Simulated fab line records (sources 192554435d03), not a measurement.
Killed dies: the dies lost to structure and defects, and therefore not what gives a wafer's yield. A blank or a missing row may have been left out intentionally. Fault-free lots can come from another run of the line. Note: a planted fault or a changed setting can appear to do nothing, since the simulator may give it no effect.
What tool caused it? ; flow n5 finfet ; Sampling: 11 lots, 33 wafers, 2 of 1938 route steps

== WHAT THE GAUGES SHOWED, per wafer ==
N5_BEOL_M5_RS_MEAS_57: the measuring method here is four-point-probe.
lot;measured;on;M5_RS (ohm/sq)
L855;day 10 02:26;film metro-02;0.397 0.390 0.402
L853;day 10 08:40;film metro-01;0.406 0.393 0.377
L857;day 10 20:53;film metro-02;0.392 0.375 0.411
L858;day 11 08:52;film metro-02;0.404 0.386 0.371
L863;day 12 19:10;film metro-01;0.375 0.403 0.367
L865;day 12 19:52;film metro-02;0.416 0.396 0.381
L866;day 13 01:01;film metro-01;0.394 0.386 0.394
L864;day 13 04:44;film metro-01;0.403 0.377 0.371
L870;day 14 02:03;film metro-01;0.391 0.374 0.392
L872;day 15 09:44;film metro-01;0.397 0.395 0.401
L873;day 16 09:47;film metro-01;0.375 0.375 0.405

== EACH LOT AND THE TOOL THAT RAN IT (in order: tool; ch and the chambers of the sampled wafers; start) ==
lot;N5_BEOL_M5_ANNEAL_89
L855;pvd sputter-03, day 9 23:41
L853;pvd sputter-02, day 10 06:37
L857;pvd sputter-01, day 10 18:47
L858;pvd sputter-01, day 11 06:47
L863;pvd sputter-01, day 12 16:50
L865;pvd sputter-02, day 12 17:13
L866;pvd sputter-02, day 12 22:56
L864;pvd sputter-01, day 13 02:27
L870;pvd sputter-01, day 13 23:59
L872;pvd sputter-02, day 15 07:38
L873;pvd sputter-02, day 16 07:43
- N5_BEOL_M5_ANNEAL_89: time 1800 s.

== THE ANSWER, worked out from the rows above alone ==
Rule: the usual values come from the lots themselves. Put in order of their means at a reading, lots are off if they are a third of the lots or fewer, leave a main group of 4 or more, and stand apart from it by a gap of 3 or more times the standard deviation of the main group's means; of several such gaps the widest counts. The tables above print the reading to a certain number of digits; a main group whose means all agree to those digits is not used. A lot without any number at a reading at which 4 lots or more have one is off too. All remaining lots with rows at the step are treated as sound.
Across all readings shown, no lot is off: no conclusion can be drawn from this.

== WHAT THE SIMULATOR HAD INSERTED ==
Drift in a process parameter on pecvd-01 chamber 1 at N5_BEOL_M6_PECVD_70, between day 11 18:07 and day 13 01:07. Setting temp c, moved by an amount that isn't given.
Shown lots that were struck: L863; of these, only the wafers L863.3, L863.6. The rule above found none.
